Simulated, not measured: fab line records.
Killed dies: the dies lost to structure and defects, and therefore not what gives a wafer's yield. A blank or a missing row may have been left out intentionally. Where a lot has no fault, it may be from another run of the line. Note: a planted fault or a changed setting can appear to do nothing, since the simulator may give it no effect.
2 desks, one fault + flow n5-finfet + only its own numbers are on each desk; what lay behind them is given at the end

## THE TOOL OWNER'S DESK: arfi-scanner-01
The tool's own readings at N5_BEOL_M0_CUTY_EXPOSE_54 (exposes mask M0 ABLK): means of the sampled wafers that have a number, for each lot that ran on this tool. Marked OUT: a lot whose mean sits more than 4 standard deviations from the usual mean, which makes it out of limits; the brackets give that distance.
Columns: A = reticle-temp-C at N5_BEOL_M0_CUTY_EXPOSE_54, usual 22.97 C
| lot  | first seen here | A     |
|------|-----------------|-------|
| L447 | day 7 11:01     | 22.87 |
| L448 | day 7 23:23     | 23.02 |
| L456 | day 9 18:50     | 23.01 |
| L458 | day 10 05:19    | 23.00 |
Finding of this desk: none of the 4 lots has anything out of limits.

## AT THE METROLOGY DESK
What the gauges read, lot by lot, whatever tool the lot ran on: means of the sampled wafers that have a number. Marked OUT: a lot whose mean sits more than 4 standard deviations from the usual mean, which makes it out of limits; the brackets give that distance. It has 11 readings, of which 7 appear: the earliest out of limits, and the ones furthest out on some lot.
Columns: A = cd-nm at N5_BEOL_M0_CUTY_CD_MEAS_57, usual 200.3 nm; B = DIBL_N at N5_BEOL_M4_RC_MEAS_101, usual 36.5 mV/V; C = DIBL_P at N5_BEOL_M4_RC_MEAS_101, usual 36.5 mV/V; D = IOFF_N at N5_BEOL_M4_RC_MEAS_101, usual 0.16 nA/um; E = SS_N at N5_BEOL_M4_RC_MEAS_101, usual 71.6 mV/dec; F = SS_P at N5_BEOL_M4_RC_MEAS_101, usual 73.4 mV/dec; G = VT_P at N5_BEOL_M4_RC_MEAS_101, usual -250.5 mV
| lot  | first seen here | A               | B    | C    | D    | E    | F    | G      |
|------|-----------------|-----------------|------|------|------|------|------|--------|
| L440 | day 6 16:17     | 200.0           | 33.1 | 35.4 | 0.14 | 70.9 | 72.8 | -251.3 |
| L441 | day 6 17:03     | 201.4           | 38.5 | 38.7 | 0.18 | 72.2 | 74.7 | -247.8 |
| L447 | day 7 11:08     | 198.4           | 37.3 | 37.4 | 0.16 | 72.5 | 73.2 | -249.6 |
| L448 | day 7 23:31     | 200.6           | 35.7 | 34.5 | 0.14 | 70.7 | 73.2 | -253.7 |
| L449 | day 8 00:10     | 199.7           | 35.7 | 36.3 | 0.15 | 71.6 | 73.5 | -250.9 |
| L456 | day 9 18:58     | 186.0 (-13) OUT | 38.2 | 36.5 | 0.17 | 71.6 | 73.3 | -248.6 |
| L458 | day 10 05:26    | 185.9 (-13) OUT | 35.2 | 33.8 | 0.13 | 70.6 | 72.6 | -249.1 |
| L460 | day 10 19:57    | 199.9           | 37.7 | 38.2 | 0.16 | 71.7 | 73.5 | -252.9 |
| L463 | day 11 19:19    | 199.0           | 38.7 | 40.7 | 0.21 | 72.3 | 74.7 | -250.4 |
Finding of this desk: L456, L458 out of limits; the first was L456 at day 9 18:58, on cd-nm at N5_BEOL_M0_CUTY_CD_MEAS_57. In limits: L440, L441, L447, L448, L449, L460, L463.

## PUT TOGETHER
L456, L458 would have let the metrology desk raise an alarm at day 9 18:58.
The tool owner's desk saw nothing out of limits.
On record at the tool owner's desk: L456, L458, within its limits.
Of the lots named, all ran N5_BEOL_M0_CUTY_EXPOSE_54 on arfi-scanner-01.

## WHAT THE SIMULATOR PUT IN
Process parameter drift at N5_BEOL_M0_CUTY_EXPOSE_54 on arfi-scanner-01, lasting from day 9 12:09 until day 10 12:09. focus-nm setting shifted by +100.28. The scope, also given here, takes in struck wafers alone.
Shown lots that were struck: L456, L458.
Hours from the fault's start to each desk's first reading out of limits: the metrology desk, 7.
